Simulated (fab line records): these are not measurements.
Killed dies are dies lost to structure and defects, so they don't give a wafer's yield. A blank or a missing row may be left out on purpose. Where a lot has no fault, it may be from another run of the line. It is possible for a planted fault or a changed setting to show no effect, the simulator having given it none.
Which of the tools did it? | flow n5-finfet | 9 lots, 27 wafers sampled, at 3 steps of a route of 1938

WHAT EACH GAUGE READ, for each wafer
N5_FIN_SAQP_CD_MEAS_27: the cd target is 20 nm.
lot  | measured    | on        | cd-nm (nm)
L284 | day 2 18:01 | cd-sem-03 | 20.18 20.04 20.11
L286 | day 3 06:44 | cd-sem-02 | - - -
L287 | day 3 12:37 | cd-sem-02 | - - -
L297 | day 6 01:03 | cd-sem-03 | 20.55 20.30 20.20
L298 | day 6 05:28 | cd-sem-03 | 20.27 20.38 20.46
L299 | day 6 11:49 | cd-sem-03 | 20.06 20.27 20.47
L301 | day 6 23:50 | cd-sem-03 | 20.38 20.02 20.22
L303 | day 7 12:08 | cd-sem-02 | 20.56 19.87 20.02
L304 | day 7 18:29 | cd-sem-01 | 20.37 20.23 20.00

WHICH TOOL RAN EACH LOT (tool, then ch and the chambers of the sampled wafers, then the start)
lot  | N5_FIN_SAQP_SPACER1_ETCHBACK_25   | N5_FIN_SAQP_MANDREL1_REMOVE_56
L284 | rie-diel-01 ch 0,1,2, day 2 17:48 | rie-si-05 ch 1,2,3, day 2 17:54
L286 | rie-diel-04 ch 1,2,3, day 3 06:32 | rie-si-06 ch 1,2,3, day 3 06:37
L287 | rie-diel-04 ch 0,1, day 3 12:24   | rie-si-05 ch 0,1, day 3 12:29
L297 | rie-diel-01 ch 0,1,3, day 6 00:51 | rie-si-06 ch 2,3, day 6 00:56
L298 | rie-diel-01 ch 1,2, day 6 05:16   | rie-si-06 ch 1,3, day 6 05:22
L299 | rie-diel-01 ch 1,2,3, day 6 11:37 | rie-si-02 ch 0,2,3, day 6 11:42
L301 | rie-diel-04 ch 0,2,3, day 6 23:38 | rie-si-05 ch 1,2,3, day 6 23:43
L303 | rie-diel-04 ch 0,1, day 7 11:56   | rie-si-02 ch 1,2,3, day 7 12:02
L304 | rie-diel-04 ch 1,2, day 7 18:17   | rie-si-02 ch 0,1,3, day 7 18:22
- N5_FIN_SAQP_SPACER1_ETCHBACK_25: etches SiO2 in CHF3/O2, target depth 24.4 nm, time 12.2 s.
- N5_FIN_SAQP_MANDREL1_REMOVE_56: chemistry HBr/Cl2/O2, target a-Si, stops on SiNx, bt time 10 s.

THE ANSWER, worked out from the rows above alone
Rule: the usual values come from the lots themselves. Put in order of their means at a reading, lots are off if they are a third of the lots or fewer, leave a main group of 4 or more, and stand apart from it by a gap of 3 or more times the standard deviation of the main group's means; of several such gaps the widest counts. The tables above print the reading to a certain number of digits; a main group whose means all agree to those digits is not used. A lot without any number at a reading at which 4 lots or more have one is off too. All remaining lots with rows at the step are treated as sound.
Off at N5_FIN_SAQP_CD_MEAS_27 (cd-nm): L286, L287. Without a number there: L286, L287. For the main group the mean is 20.24 nm and the standard deviation 0.09.
A tool fits if, at a process step before that reading, it ran every lot that is off, and no sound lot after the first of them. Gauges at N5_FIN_SAQP_CD_MEAS_27: tried the same way as those tools. No candidate that was tried fits.

WHAT THE SIMULATOR HAD INSERTED
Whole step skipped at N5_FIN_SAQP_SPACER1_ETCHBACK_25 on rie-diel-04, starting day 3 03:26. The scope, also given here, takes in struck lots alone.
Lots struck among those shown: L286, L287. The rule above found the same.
